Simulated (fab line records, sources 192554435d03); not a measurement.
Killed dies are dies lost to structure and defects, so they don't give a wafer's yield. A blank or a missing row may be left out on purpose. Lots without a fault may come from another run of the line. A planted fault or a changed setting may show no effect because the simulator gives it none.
Which tool did it? | flow n5_finfet | 10 lots, 30 wafers sampled, at 3 steps of a route of 1938

WHAT THE GAUGES READ, wafer by wafer
N5_BEOL_M6_INSPECT_58: inspects for defects (darkfield).
lot  | measured     | on                | raw_defect_count
L075 | day 9 17:04  | defect_inspect-02 | 95 52 67
L077 | day 10 00:01 | defect_inspect-01 | 76 59 64
L080 | day 10 22:52 | defect_inspect-01 | 52 43 61
L085 | day 11 07:42 | defect_inspect-02 | 71 80 94
L084 | day 12 04:01 | defect_inspect-02 | 93 80 66
L088 | day 12 05:34 | defect_inspect-01 | 78 75 113
L089 | day 12 20:21 | defect_inspect-02 | 84 69 123
L091 | day 13 14:13 | defect_inspect-01 | 45 48 82
L092 | day 13 22:07 | defect_inspect-02 | 88 91 134
L097 | day 15 08:49 | defect_inspect-02 | 65 52 111

WHICH TOOL RAN EACH LOT (tool, then ch and the chambers of the sampled wafers, then the start)
lot  | N5_BEOL_M6_HM_OPEN_17             | N5_BEOL_M6_TRENCH_ETCH_37
L075 | rie_metal-03 ch 0,1, day 9 11:31  | rie_diel-06 ch 0,1, day 9 17:04 or earlier
L077 | rie_metal-02 ch 0, day 9 20:07    | rie_diel-05 ch 0,1, day 10 00:01 or earlier
L080 | rie_metal-01 ch 1, day 10 16:46   | rie_diel-06 ch 1,2,3, day 10 22:52 or earlier
L085 | rie_metal-01 ch 1, day 11 03:18   | rie_diel-01 ch 0,2,3, day 11 07:42 or earlier
L084 | rie_metal-02 ch 0,1, day 11 21:37 | rie_diel-01 ch 0,2,3, day 12 04:01 or earlier
L088 | rie_metal-02 ch 0,1, day 12 01:28 | rie_diel-01 ch 0,2, day 12 05:34 or earlier
L089 | rie_metal-01 ch 0,1, day 12 15:38 | rie_diel-06 ch 0,3, day 12 20:21 or earlier
L091 | rie_metal-03 ch 0,1, day 13 07:16 | rie_diel-05 ch 0,1,2, day 13 14:13 or earlier
L092 | rie_metal-03 ch 0,1, day 13 17:39 | rie_diel-05 ch 0,1,2, day 13 22:07 or earlier
L097 | rie_metal-01 ch 0,1, day 14 23:59 | rie_diel-05 ch 0,1,2, day 15 08:49 or earlier
- N5_BEOL_M6_HM_OPEN_17: chemistry Cl2/BCl3, target TiN, target depth 20 nm, overetch 6 nm.
- N5_BEOL_M6_TRENCH_ETCH_37: etches SiCOH lowk in C4F6/O2, target depth 94.435 nm, time 31.5 s.

THE ANSWER, worked out from the rows above alone
Rule: what is usual is taken from the lots themselves. Put in order of their means at a reading, lots are off if they are a third of the lots or fewer, leave a main group of 4 or more, and stand apart from it by a gap of 3 or more times the standard deviation of the main group's means; of several such gaps the widest counts. A main group whose means are all the same, to the digits that the tables above print for the reading, isn't used. A lot without any number at a reading at which 4 lots or more have one is off too. The other lots that the step has rows for count as sound.
No lot is off at any reading shown: from this, nothing can be told.

WHAT THE SIMULATOR HAD PUT IN
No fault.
